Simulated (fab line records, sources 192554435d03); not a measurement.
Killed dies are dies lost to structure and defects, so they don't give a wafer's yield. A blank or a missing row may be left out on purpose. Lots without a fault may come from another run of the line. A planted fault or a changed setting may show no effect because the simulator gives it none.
Split-lot experiment | flow n5_finfet | 7 lots, 21 wafers read, on a route of 1938 steps

THE SPLIT
At N5_BEOL_M3_COAT_05 (resist thk 30 nm), the setting spin_rpm was moved away from the recipe's 1500 rpm on 3 of the 21 wafers read, by +3.7% to +4.3%. The other wafers ran this setting at the recipe's value.

FROM THE SPLIT TO THE READING: what the file shows between them, 5 steps
- N5_BEOL_M3_EBR_07
- N5_BEOL_M3_SOFTBAKE_06: time 60 s
- N5_BEOL_M3_EXPOSE_08: exposes mask M3
- N5_BEOL_M3_PEB_09: peb time 60 s
- N5_BEOL_M3_DEVELOP_10: develop time 30 s

THE READING
CAR-EUV_of_BEOL_M3_COAT_05.thk_nm (the simulator's own value, which no gauge read), in nm, at N5_BEOL_M3_DESCUM_16 (chemistry O2, time 7 s). The file gives no usual value for it. The 18 wafers here that ran the recipe average 26.2 nm, standard deviation 0.083 nm.

wafer  | tool, chamber at the split | spin_rpm as run, rpm | against the recipe | CAR-EUV_of_BEOL_M3_COAT_05.thk_nm, nm | against lot-mates on the recipe
L074.4 | litho_track-01, 0          | 1564                 | +4.3%              | 25.4                                  | -0.7
L074.5 | litho_track-01, 0          | 1500                 | recipe             | 26.2                                  | -
L074.6 | litho_track-01, 0          | 1500                 | recipe             | 26                                    | -
L078.3 | litho_track-04, 0          | 1500                 | recipe             | 26                                    | -
L078.4 | litho_track-04, 0          | 1500                 | recipe             | 26.2                                  | -
L078.6 | litho_track-04, 0          | 1500                 | recipe             | 26.2                                  | -
L083.3 | litho_track-04, 0          | 1500                 | recipe             | 26                                    | -
L083.4 | litho_track-04, 0          | 1556                 | +3.7%              | 25.4                                  | -0.6
L083.5 | litho_track-04, 0          | 1556                 | +3.7%              | 25.6                                  | -0.4
L085.2 | litho_track-03, 0          | 1500                 | recipe             | 26.2                                  | -
L085.3 | litho_track-03, 0          | 1500                 | recipe             | 26.2                                  | -
L085.6 | litho_track-03, 0          | 1500                 | recipe             | 26.2                                  | -
L088.1 | litho_track-04, 0          | 1500                 | recipe             | 26.2                                  | -
L088.2 | litho_track-04, 0          | 1500                 | recipe             | 26.2                                  | -
L088.5 | litho_track-04, 0          | 1500                 | recipe             | 26                                    | -
L092.4 | litho_track-01, 0          | 1500                 | recipe             | 26.2                                  | -
L092.5 | litho_track-01, 0          | 1500                 | recipe             | 26.2                                  | -
L092.6 | litho_track-01, 0          | 1500                 | recipe             | 26.2                                  | -
L091.1 | litho_track-03, 0          | 1500                 | recipe             | 26.2                                  | -
L091.3 | litho_track-03, 0          | 1500                 | recipe             | 26.2                                  | -
L091.4 | litho_track-03, 0          | 1500                 | recipe             | 26.2                                  | -

THE FIT
A straight line over all 21 wafers: CAR-EUV_of_BEOL_M3_COAT_05.thk_nm changes by -0.176 nm for each +1% of spin_rpm; r = -0.95; the points scatter about the line by 0.087 nm.
The same after taking each lot's own level away (the mean of its wafers on the recipe; 21 wafers): -0.146 nm for each +1%; r = -0.94; scatter 0.074 nm.
On that fit, the largest move of spin_rpm shifts the reading by 0.62 nm.
The lots' own levels span 26.00 to 26.20 nm, that is 2.4 times the standard deviation above.
So the lot-to-lot level changes the slope: the two fits differ.
Check: with one of the wafers moved furthest among these (+4.3%) left out of the fit, the line predicts -0.571 nm for it against its lot-mates. It came out at -0.7 nm against them.

THE WHOLE CHAIN: every reading that the file lists as answering this split, in the file's order
step                  | what it does           | reading                                                                            | change (the file's fit)               | r (the file's)
N5_BEOL_M3_COAT_05    | resist thk 30 nm       | CAR-EUV_of_BEOL_M3_COAT_05.thk_nm (the simulator's own value, which no gauge read) | -0.163 nm for each +1% of the setting | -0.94
N5_BEOL_M3_DEVELOP_10 | develop time 30 s      | CAR-EUV_of_BEOL_M3_COAT_05.thk_nm (the simulator's own value, which no gauge read) | -0.139 nm for each +1% of the setting | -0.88
N5_BEOL_M3_DESCUM_16  | chemistry O2, time 7 s | CAR-EUV_of_BEOL_M3_COAT_05.thk_nm (the simulator's own value, which no gauge read) | -0.151 nm for each +1% of the setting | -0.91

THE FILE'S OWN FIT
CAR-EUV_of_BEOL_M3_COAT_05.thk_nm changes by -0.151 nm for each +1% of spin_rpm, r = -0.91.
